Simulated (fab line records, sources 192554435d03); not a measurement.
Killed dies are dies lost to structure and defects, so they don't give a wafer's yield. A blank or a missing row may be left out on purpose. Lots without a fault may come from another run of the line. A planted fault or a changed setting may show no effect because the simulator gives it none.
Chamber matching | flow n5_finfet | N5_BEOL_M0_SAQP_HM_DEP_111 on pecvd-04: 3 sister chambers
The step deposits SiO2 from SiH4/N2O, target thk 12 nm, time 7.2 s. 6 wafers are shown with their chamber, then 8 later ones without.

WAFERS WITH THEIR CHAMBER
wafer  | chamber | showerhead_plenum_p_Torr (Torr) | showerhead_vpp_V (V)
L084.6 | 0       | 8.10                            | 1039
L085.3 | 2       | 7.93                            | 964
L085.5 | 0       | 8.12                            | 1054
L088.3 | 2       | 7.93                            | 979
L088.5 | 1       | 8.14                            | 1071
L089.1 | 1       | 8.14                            | 1091

WAFERS WITHOUT THEIR CHAMBER
wafer  | showerhead_plenum_p_Torr (Torr) | showerhead_vpp_V (V)
L089.2 | 7.92                            | 973
L089.5 | 7.94                            | 955
L090.1 | 7.94                            | 978
L090.3 | 8.13                            | 1087
L090.4 | 8.12                            | 1052
L097.1 | 8.15                            | 1069
L097.5 | 7.95                            | 986
L097.6 | 8.13                            | 1058

WHICH CHAMBER EACH WENT THROUGH
wafer  | from the rows above     | in truth
L089.2 | 2                       | 2
L089.5 | 2                       | 2
L090.1 | 2                       | 2
L090.3 | 1                       | 1
L090.4 | 0                       | 0
L097.1 | 1                       | 1
L097.5 | 2                       | 2
L097.6 | can't be placed: 1 or 0 | 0
Placed correctly: 7 of 8. Can't be placed from these rows: 1 (the true chamber is among the candidates in 1). Placed wrongly: 0.
How it was worked out, from the rows above alone: a wafer's distance from a chamber is the root of the sum, over the readings, of the square of ((its reading less the chamber's mean) divided by the reading's scatter). The wafer belongs to the nearest chamber; if the next one is less than 2 further off, it can't be placed. A chamber's mean is the mean of its shown wafers. The scatter: the root of (the sum of the squares of (reading less its chamber's mean) over the shown wafers, divided by (wafers less chambers)).
